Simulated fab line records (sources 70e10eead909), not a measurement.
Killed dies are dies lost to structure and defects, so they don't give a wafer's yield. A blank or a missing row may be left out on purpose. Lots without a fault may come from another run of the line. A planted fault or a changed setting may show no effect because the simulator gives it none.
Chamber matching || flow nand_harc || ald_hk-01 running NHARC_A_STAIRCASE_ALD_420: 4 sister chambers
The step deposits SiO2, target thk 20 nm, pulse time 6 s, ald cycles 200. 4 wafers are shown with their chamber, then 9 later ones without.

WAFERS PAIRED WITH THEIR CHAMBERS
{"wafer": "L858.1", "chamber": 0, "heater_power_w (W)": 422}
{"wafer": "L858.3", "chamber": 2, "heater_power_w (W)": 583}
{"wafer": "L860.4", "chamber": 3, "heater_power_w (W)": 402}
{"wafer": "L860.6", "chamber": 1, "heater_power_w (W)": 452}

WAFERS WITH NO CHAMBER GIVEN
{"wafer": "L871.1", "heater_power_w (W)": 405}
{"wafer": "L871.2", "heater_power_w (W)": 573}
{"wafer": "L871.6", "heater_power_w (W)": 405}
{"wafer": "L872.1", "heater_power_w (W)": 417}
{"wafer": "L872.2", "heater_power_w (W)": 464}
{"wafer": "L872.6", "heater_power_w (W)": 406}
{"wafer": "L873.3", "heater_power_w (W)": 587}
{"wafer": "L873.4", "heater_power_w (W)": 462}
{"wafer": "L873.5", "heater_power_w (W)": 449}

THE CHAMBER EACH PASSED THROUGH
{"wafer": "L871.1", "from the rows above": 3, "in truth": 3}
{"wafer": "L871.2", "from the rows above": 2, "in truth": 2}
{"wafer": "L871.6", "from the rows above": 3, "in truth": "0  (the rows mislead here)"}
{"wafer": "L872.1", "from the rows above": "can't be placed: 0 or 3", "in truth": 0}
{"wafer": "L872.2", "from the rows above": 1, "in truth": 1}
{"wafer": "L872.6", "from the rows above": "can't be placed: 3 or 0", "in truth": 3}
{"wafer": "L873.3", "from the rows above": 2, "in truth": 2}
{"wafer": "L873.4", "from the rows above": 1, "in truth": 1}
{"wafer": "L873.5", "from the rows above": 1, "in truth": 1}
Placed correctly: 6 of 9. Not placeable from these rows: 2 (in 2, the candidates include the true chamber). Number placed wrongly: 1.
How it was worked out, from the rows above alone: a wafer's distance from a chamber is the root of the sum, over the readings, of the square of ((its reading less the chamber's mean) divided by the reading's scatter). The wafer belongs to the nearest chamber; if the next one is less than 2 further off, it can't be placed. Each chamber's mean is taken over the wafers shown for it. The scatter: root of mean squared gap, hidden wafer to nearest shown wafer, with one shown wafer a chamber.
